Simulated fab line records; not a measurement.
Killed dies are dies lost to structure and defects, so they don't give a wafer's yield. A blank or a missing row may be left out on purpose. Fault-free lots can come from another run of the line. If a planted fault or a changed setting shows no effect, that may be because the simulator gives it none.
The same fault as seen by 2 desks / flow n5_finfet / numbers are kept per desk, each desk with only its own; the story behind them comes last

## FROM THE METROLOGY DESK
What the gauges read for every lot (on any tool): the sampled wafers with a number, averaged. If a lot's mean is further than 4 standard deviations from the usual mean, the lot is out of limits and carries the mark OUT (the distance appears in the brackets). It has 14 readings, of which 7 appear: the earliest out of limits, and the ones furthest out on some lot.
Columns: A = IGATE_N at N5_BEOL_M4_RC_MEAS_101, usual 0.0126 nA/um; B = IGATE_P at N5_BEOL_M4_RC_MEAS_101, usual 0.0038 nA/um; C = IOFF_P at N5_BEOL_M4_RC_MEAS_101, usual 0.20 nA/um; D = ION_P at N5_BEOL_M4_RC_MEAS_101, usual 461 uA/um; E = SS_P at N5_BEOL_M4_RC_MEAS_101, usual 73.1 mV/dec; F = VT_N at N5_BEOL_M4_RC_MEAS_101, usual 251 mV; G = VT_P at N5_BEOL_M4_RC_MEAS_101, usual -251 mV
lot=L170; first seen here=day 7 18:44; A=0.0148; B=0.0045; C=0.24; D=467; E=73.9; F=248; G=-246
lot=L171; first seen here=day 7 23:58; A=0.0121; B=0.0037; C=0.17; D=458; E=73.1; F=254; G=-252
lot=L172; first seen here=day 8 11:07; A=0.0118; B=0.0036; C=0.24; D=464; E=73.6; F=250; G=-247
lot=L174; first seen here=day 8 23:14; A=0.0127; B=0.0037; C=0.19; D=458; E=73.5; F=250; G=-254
lot=L175; first seen here=day 9 02:27; A=0.0151; B=0.0046; C=0.28; D=479; E=73.5; F=244; G=-243
lot=L177; first seen here=day 9 17:50; A=0.0134; B=0.0041; C=0.20; D=462; E=73.0; F=248; G=-250
lot=L178; first seen here=day 10 02:28; A=0.0157; B=0.0047; C=0.17; D=463; E=72.5; F=255; G=-254
lot=L180; first seen here=day 10 11:20; A=0.0126; B=0.0038; C=0.23; D=465; E=73.6; F=250; G=-247
lot=L182; first seen here=day 11 00:10; A=0.0105; B=0.0031; C=0.16; D=446; E=73.1; F=252; G=-256
lot=L183; first seen here=day 11 01:20; A=0.0130; B=0.0040; C=0.18; D=452; E=72.8; F=254; G=-254
lot=L184; first seen here=day 11 20:35; A=0.0120; B=0.0036; C=0.21; D=462; E=72.9; F=251; G=-249
lot=L189; first seen here=day 12 11:26; A=0.0113; B=0.0034; C=0.18; D=459; E=72.7; F=253; G=-253
lot=L188; first seen here=day 12 16:40; A=0.0210 (+4.7) OUT; B=0.0063 (+4.4) OUT; C=0.26; D=477; E=74.4; F=248; G=-245
Finding of this desk: L188 out of limits, first seen on L188 at day 12 16:40 (IGATE_N at N5_BEOL_M4_RC_MEAS_101). L170, L171, L172, L174, L175, L177, L178, L180, L182, L183, L184, L189: within limits.

## TOOL OWNER'S DESK, rie_diel-06
The tool's own readings at N5_HKMG_FIN_ETCH_35 (etches SOC in N2/H2, target depth 215.8 nm, time 243.4 s): means of the sampled wafers that have a number, for each lot that ran on this tool. If a lot's mean is further than 4 standard deviations from the usual mean, the lot is out of limits and carries the mark OUT (the distance appears in the brackets).
Columns: A = drypump_motor_current_A at N5_HKMG_FIN_ETCH_35, usual 5.6 A; B = oes_product_au at N5_HKMG_FIN_ETCH_35, usual 0.80 a.u.; C = rf_vpp_V at N5_HKMG_FIN_ETCH_35, usual 141.7 V; D = showerhead_plenum_p_Torr at N5_HKMG_FIN_ETCH_35, usual 2.56 Torr; E = throttle_valve_pct at N5_HKMG_FIN_ETCH_35, usual 17.88 %
lot=L171; first seen here=day 4 08:26; A=6.0; B=0.87; C=141.7; D=2.69; E=17.98
lot=L174; first seen here=day 5 07:49; A=6.1; B=0.85; C=142.4; D=2.65; E=17.93
lot=L183; first seen here=day 7 11:34; A=5.8; B=0.71; C=141.2; D=2.55; E=18.08
lot=L188; first seen here=day 8 17:48; A=5.6; B=0.90; C=142.4; D=2.63; E=17.96
This desk found nothing out of limits on any of the 4 lots.

## PUT TOGETHER
On L188, the metrology desk was in a position to raise an alarm at day 12 16:40.
Nothing out of limits was seen by the tool owner's desk.
Tool owner's desk: L188 on record, inside its limits.
N5_HKMG_FIN_ETCH_35 was run on rie_diel-06 by each of the lots named.

## WHAT THE SIMULATOR HAD PUT IN
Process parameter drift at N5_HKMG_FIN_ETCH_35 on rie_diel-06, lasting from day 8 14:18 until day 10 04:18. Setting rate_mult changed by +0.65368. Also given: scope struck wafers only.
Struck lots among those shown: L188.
Delay in hours, fault start to first out-of-limits reading, per desk: metrology desk 98.
